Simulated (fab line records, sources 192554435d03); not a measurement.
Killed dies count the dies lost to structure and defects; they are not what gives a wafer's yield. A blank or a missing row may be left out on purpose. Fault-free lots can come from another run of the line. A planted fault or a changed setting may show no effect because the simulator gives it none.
fab line records | flow n5_finfet | part 2 of 2: steps 23 to 29 of 29
record lots=5 | wafers=15 | last_day=17
route steps=1938 shown BEOL_M1@751
lots that met no fault: from a run of the same line without faults
start_h: the number of hours between the record's first day and the start of the first shown wafer of the lot | wait_h: how many hours have passed since the lot's step before this one | " repeats the value in the row above | L1.1+2: a row that stands for several wafers | - either no value or no given start | * or withheld: withheld | < > ~ a bound
route shown NAME@n: NAME is a module with steps in the file, n the number in the route of the first one | usual: average and standard deviation across the fault-free wafers | same: alike in all rows | chamber/n: place in a boat | sites: each site's reading | _std_site: how widely they spread, as a standard deviation | _edge_site: the outer-site mean with the inner-site mean subtracted | radius_mm: for every site, how far away it sits from the centre of the wafer | mask NAME#n: copy n | behind: tool/chamber where the wafer was last shaped | hold: why the lot was held/for how many hours/how that ended | device: transistor that didn't switch, given as n, p or np | end of line: at the end of the route, the tests of the same wafers | a step with no rows: only its recipe | killed: dies lost to structure and defects at the first sort, not the wafer's yield | map: shows each die of a wafer: x if killed, . if not, _ if none is there
set.NAME: the setting as run; set.NAME@STEP: as run at that earlier step | model.NAME: the simulator's own value behind a step, which no gauge read
lots at some steps of the route; a table a step, a row a wafer
services: from which hour (start_h, from the record's first day; less than 0 if before it) a tool's chamber was out of use, for how many hours, and why
## steps
# step N5_BEOL_M1_STRIP_66
# recipe chemistry=CF4 | resist=SiARC | power_w=300 | bias_power_w=75 | pressure_mtorr=50 | cf4_flow_sccm=150 | rf_frequency_hz=6e+07
# usual drypump_motor_current_A=5.9/0.46 | oes_product_au=0.79/0.092 | rf_vpp_V=271.3/1.2 | showerhead_plenum_p_Torr=1.81/0.047 | throttle_valve_pct=13.6/0.32
lot.wafer | tool        | chamber | start_h | wait_h | drypump_motor_current_A | oes_product_au | rf_hours_counter_h | rf_vpp_V | showerhead_plenum_p_Torr | throttle_valve_pct
L080.1    | rie_diel-03 | 3       | 159.00  | 0.0    | 5.7                     | 0.69           | 208                | 272.5    | 1.86                     | 13.9
L080.2    | "           | 1       | "       | "      | 5.7                     | 0.74           | 167                | 269.5    | 1.75                     | 14.0
L080.5    | "           | 1       | "       | "      | 5.7                     | 0.74           | -                  | 270.2    | 1.75                     | 14.0
L087.3    | rie_diel-03 | 0       | 213.99  | 0.0    | 6.2                     | 0.94           | 13                 | 270.6    | 1.74                     | 12.9
L087.5    | "           | 2       | "       | "      | 6.6                     | 0.91           | -                  | 272.8    | 1.83                     | 13.3
L087.6    | "           | 3       | "       | "      | 5.7                     | 0.68           | -                  | 272.1    | 1.85                     | 13.9
L091.1    | rie_diel-03 | 1       | 226.10  | 0.0    | 5.7                     | 0.72           | 190                | 268.6    | 1.74                     | 14.0
L091.3    | "           | 3       | "       | "      | 5.7                     | 0.68           | 231                | 271.9    | 1.85                     | 13.9
L091.5    | "           | 1       | "       | "      | 5.7                     | 0.72           | -                  | 269.2    | 1.74                     | 14.0
L092.1    | rie_diel-02 | 3       | 236.92  | 0.0    | 5.2                     | 0.81           | 70                 | 270.7    | 1.75                     | 13.4
L092.3    | "           | 1       | "       | "      | 6.6                     | 0.78           | 109                | 270.7    | 1.81                     | 13.5
L092.5    | "           | 1       | "       | "      | 6.6                     | 0.78           | -                  | 271.4    | 1.81                     | 13.5
L097.1    | rie_diel-02 | 2       | 261.37  | 0.0    | 6.1                     | 0.90           | 20                 | 271.3    | 1.76                     | 13.5
L097.2    | "           | 1       | "       | "      | 6.6                     | 0.78           | 115                | 272.1    | 1.81                     | 13.5
L097.4    | "           | 3       | "       | "      | 5.2                     | 0.80           | 78                 | 270.8    | 1.75                     | 13.4
# step N5_BEOL_M1_HM_OPEN_17
# recipe chemistry=Cl2/BCl3 | target_depth_a=200 | overetch_a=60 | target=TiN | mask_material=SOC | ion_energy_ev=150 | pressure_mtorr=10 | icp_w=1000 | bias_w=126 | Cl2_flow_sccm=53.25 | bcl3_flow_sccm=21.75 | Ar_flow_sccm=25
# usual bcl3_flow_sccm=21.76/0.071 | drypump_motor_current_A=5.7/0.47 | he_backside_leak_sccm=3.46/0.16 | oes_product_au=0.65/0.062 | throttle_valve_pct=22.28/0.19
lot.wafer | tool         | chamber | start_h | wait_h | bcl3_flow_sccm | drypump_motor_current_A | he_backside_leak_sccm | oes_product_au | rf_hours_counter_h | throttle_valve_pct
L080.1    | rie_metal-01 | 1       | 159.04  | 0.0    | 21.80          | 4.9                     | 3.66                  | 0.69           | 31                 | 21.98
L080.2    | "            | 0       | "       | "      | 21.73          | 5.6                     | 3.32                  | 0.65           | 47                 | 22.26
L080.5    | "            | 1       | "       | "      | 21.81          | 4.8                     | 3.57                  | 0.69           | -                  | 21.94
L087.3    | rie_metal-02 | 0       | 214.06  | 0.1    | 21.74          | 5.9                     | 3.63                  | 0.60           | -                  | 22.58
L087.5    | "            | 0       | "       | "      | 21.71          | 6.0                     | 3.63                  | 0.60           | -                  | 22.58
L087.6    | "            | 1       | "       | "      | 21.75          | 6.3                     | 3.25                  | 0.67           | -                  | 22.45
L091.1    | rie_metal-02 | 0       | 226.14  | 0.0    | 21.79          | 5.9                     | 3.68                  | 0.61           | 79                 | 22.58
L091.3    | "            | 0       | "       | "      | 21.79          | 5.9                     | 3.69                  | 0.60           | -                  | 22.57
L091.5    | "            | 1       | "       | "      | 21.74          | 6.3                     | 3.37                  | 0.66           | -                  | 22.44
L092.1    | rie_metal-01 | 0       | 236.96  | 0.0    | 21.76          | 5.6                     | 3.49                  | 0.65           | 54                 | 22.27
L092.3    | "            | 0       | "       | "      | 21.85          | 5.6                     | 3.49                  | 0.64           | -                  | 22.29
L092.5    | "            | 0       | "       | "      | 21.95          | 5.6                     | 3.41                  | 0.63           | -                  | 22.28
L097.1    | rie_metal-01 | 1       | 261.41  | 0.0    | 21.72          | 4.9                     | 3.60                  | 0.68           | 40                 | 21.97
L097.2    | "            | 0       | "       | "      | 21.72          | 5.6                     | 3.41                  | 0.65           | 56                 | 22.27
L097.4    | "            | 0       | "       | "      | 21.69          | 5.6                     | 3.55                  | 0.64           | -                  | 22.28
# step N5_BEOL_M1_STRIP_19
# recipe chemistry=O2 | power_w=400 | temp_c=40 | pressure_mtorr=30 | rf_frequency_hz=6e+07 | bias_power_w=0 | overash_fraction=0.2 | o2_flow_sccm=225
# usual drypump_motor_current_A=5.9/0.48 | oes_product_au=0.82/0.099 | rf_vpp_V=3.7/0.52 | showerhead_plenum_p_Torr=2.11/0.068 | throttle_valve_pct=16.64/0.25
# same overash_fraction=0.2
lot.wafer | tool        | chamber | start_h | wait_h | drypump_motor_current_A | oes_product_au | rf_hours_counter_h | rf_vpp_V | showerhead_plenum_p_Torr | throttle_valve_pct
L080.1    | rie_diel-02 | 0       | 159.18  | 0.1    | 6.3                     | 0.70           | 203                | 3.4      | 2.17                     | 16.51
L080.2    | "           | 1       | "       | "      | 6.6                     | 0.80           | 84                 | 2.9      | 2.13                     | 16.48
L080.5    | "           | 0       | "       | "      | 6.3                     | 0.70           | -                  | 4.2      | 2.17                     | 16.51
L087.3    | rie_diel-02 | 2       | 214.14  | 0.1    | 6.1                     | 0.97           | 5                  | 4.4      | 2.06                     | 16.54
L087.5    | "           | 0       | "       | "      | 6.3                     | 0.70           | -                  | 3.5      | 2.16                     | 16.53
L087.6    | "           | 3       | "       | "      | 5.2                     | 0.83           | -                  | 3.6      | 2.03                     | 16.43
L091.1    | rie_diel-02 | 1       | 226.33  | 0.2    | 6.7                     | 0.79           | 106                | 4.0      | 2.12                     | 16.52
L091.3    | "           | 3       | "       | "      | 5.2                     | 0.83           | 66                 | 4.7      | 2.03                     | 16.45
L091.5    | "           | 1       | "       | "      | 6.6                     | 0.79           | -                  | 4.0      | 2.12                     | 16.52
L092.1    | rie_diel-02 | 1       | 237.09  | 0.1    | 6.6                     | 0.79           | 109                | 3.8      | 2.12                     | 16.52
L092.3    | "           | 2       | "       | "      | 6.1                     | 0.95           | 13                 | 3.8      | 2.06                     | 16.56
L092.5    | "           | 0       | "       | "      | 6.3                     | 0.69           | -                  | 3.0      | 2.16                     | 16.57
L097.1    | rie_diel-02 | 1       | 261.52  | 0.1    | 6.6                     | 0.77           | 116                | 3.0      | 2.12                     | 16.52
L097.2    | "           | 0       | "       | "      | 6.3                     | 0.68           | 237                | 3.4      | 2.16                     | 16.58
L097.4    | "           | 3       | "       | "      | 5.2                     | 0.81           | 78                 | 3.4      | 2.03                     | 16.47
# step N5_BEOL_M1_CD_MEAS_18
# recipe pitch_nm=36 | target_cd_nm=18
# usual cd_nm=18.0/0.48
lot.wafer | tool      | chamber | start_h | wait_h | cd_nm
L080.1    | cd_sem-01 | -       | 159.25  | 0.0    | 17.7
L080.2    | "         | -       | "       | "      | 18.0
L080.5    | "         | -       | "       | "      | 18.1
L087.3    | cd_sem-03 | -       | 214.22  | 0.1    | 18.6
L087.5    | "         | -       | "       | "      | 18.7
L087.6    | "         | -       | "       | "      | 18.1
L091.1    | cd_sem-03 | -       | 226.41  | 0.1    | 18.1
L091.3    | "         | -       | "       | "      | 17.9
L091.5    | "         | -       | "       | "      | 18.0
L092.1    | cd_sem-01 | -       | 237.16  | 0.0    | 19.1
L092.3    | "         | -       | "       | "      | 17.5
L092.5    | "         | -       | "       | "      | 17.8
L097.1    | cd_sem-03 | -       | 261.59  | 0.0    | 17.5
L097.2    | "         | -       | "       | "      | 17.5
L097.4    | "         | -       | "       | "      | 18.5
# step N5_BEOL_M1_COAT_67
# recipe resist=SOC | temp_c=250 | time_s=60 | spin_rpm=1500 | resist_thk_nm=60
# usual spin_speed_rpm=1500.0/0.95
# same time_s=60
lot.wafer | tool           | chamber | start_h | wait_h | spin_speed_rpm
L080.1    | litho_track-03 | 0       | 159.28  | 0.0    | 1497.9
L080.2    | "              | 0       | "       | "      | 1498.8
L080.5    | "              | 0       | "       | "      | 1499.5
L087.3    | litho_track-03 | 0       | 214.25  | 0.0    | 1499.8
L087.5    | "              | 0       | "       | "      | 1500.8
L087.6    | "              | 0       | "       | "      | 1498.4
L091.1    | litho_track-03 | 0       | 226.45  | 0.0    | 1498.9
L091.3    | "              | 0       | "       | "      | 1500.5
L091.5    | "              | 0       | "       | "      | 1499.4
L092.1    | litho_track-03 | 0       | 237.20  | 0.0    | 1500.7
L092.3    | "              | 0       | "       | "      | 1499.5
L092.5    | "              | 0       | "       | "      | 1499.5
L097.1    | litho_track-02 | 0       | 261.62  | 0.0    | 1499.3
L097.2    | "              | 0       | "       | "      | 1500.4
L097.4    | "              | 0       | "       | "      | 1500.5
# step N5_BEOL_M1_COAT_68
# recipe resist=SiARC | temp_c=220 | time_s=60 | spin_rpm=1500 | resist_thk_nm=12
# usual spin_speed_rpm=1500.3/0.96
# same time_s=60
lot.wafer | tool           | chamber | start_h | wait_h | spin_speed_rpm
L080.1    | litho_track-03 | 0       | -       | -      | 1499.1
L080.2    | "              | 0       | "       | "      | 1501.6
L080.5    | "              | 0       | "       | "      | 1498.4
L087.3    | litho_track-03 | 0       | -       | -      | 1501.7
L087.5    | "              | 0       | "       | "      | 1501.7
L087.6    | "              | 0       | "       | "      | 1500.7
L091.1    | litho_track-03 | 0       | -       | -      | 1499.3
L091.3    | "              | 0       | "       | "      | 1502.4
L091.5    | "              | 0       | "       | "      | 1500.1
L092.1    | litho_track-03 | 0       | -       | -      | 1500.2
L092.3    | "              | 0       | "       | "      | 1500.5
L092.5    | "              | 0       | "       | "      | 1501.1
L097.1    | litho_track-02 | 0       | -       | -      | 1501.2
L097.2    | "              | 0       | "       | "      | 1500.3
L097.4    | "              | 0       | "       | "      | 1499.5
# step N5_BEOL_M1_COAT_76
# recipe resist=underlayer | temp_c=205 | time_s=60 | spin_rpm=1500 | resist_thk_nm=5
# usual spin_speed_rpm=1500.0/1.2
# same time_s=60
lot.wafer | tool           | chamber | start_h | wait_h | spin_speed_rpm
L080.1    | litho_track-03 | 0       | -       | -      | 1499.9
L080.2    | "              | 0       | "       | "      | 1499.8
L080.5    | "              | 0       | "       | "      | 1501.4
L087.3    | litho_track-03 | 0       | -       | -      | 1497.7
L087.5    | "              | 0       | "       | "      | 1500.8
L087.6    | "              | 0       | "       | "      | 1498.7
L091.1    | litho_track-03 | 0       | -       | -      | 1499.9
L091.3    | "              | 0       | "       | "      | 1502.5
L091.5    | "              | 0       | "       | "      | 1500.5
L092.1    | litho_track-03 | 0       | -       | -      | 1500.5
L092.3    | "              | 0       | "       | "      | 1497.8
L092.5    | "              | 0       | "       | "      | 1498.7
L097.1    | litho_track-02 | 0       | -       | -      | 1500.4
L097.2    | "              | 0       | "       | "      | 1499.1
L097.4    | "              | 0       | "       | "      | 1499.3
## services
tool           | chamber | start_h | hours | kind
rie_diel-03    | 2       | 135.89  | -     | clean
rie_diel-03    | 2       | 135.89  | -     | consumable_replace:focus_ring
rie_diel-03    | 2       | 135.89  | 17.7  | scheduled_down
rie_diel-03    | 2       | 135.89  | 17.7  | vent_cycle
pecvd-01       | -       | 139.80  | 3.4   | repair
euv_scanner-02 | -       | 140.25  | 4.6   | pm
rie_diel-02    | -       | 142.37  | 0.3   | repair
rie_diel-03    | 0       | 154.19  | -     | clean
rie_diel-03    | 0       | 154.19  | -     | consumable_replace:focus_ring
rie_diel-03    | 0       | 154.19  | 17.6  | scheduled_down
rie_diel-03    | 0       | 154.19  | 17.6  | vent_cycle
euv_scanner-01 | -       | 155.92  | 1.0   | pm
rie_metal-01   | -       | 168.05  | 2.8   | pm
rie_diel-02    | 2       | 172.46  | -     | clean
rie_diel-02    | 2       | 172.46  | -     | consumable_replace:focus_ring
rie_diel-02    | 2       | 172.46  | 20.7  | scheduled_down
euv_scanner-02 | -       | 176.16  | 1.0   | pm
pecvd-04       | 0       | 180.42  | 6.5   | repair
pecvd-01       | -       | 203.80  | 6.0   | pm
pecvd-04       | -       | 204.84  | 5.5   | pm
euv_scanner-01 | -       | 212.07  | 1.0   | pm
pecvd-03       | -       | 224.03  | 1.4   | repair
euv_scanner-01 | -       | 230.44  | 0.4   | repair
euv_scanner-02 | -       | 232.31  | 1.0   | pm
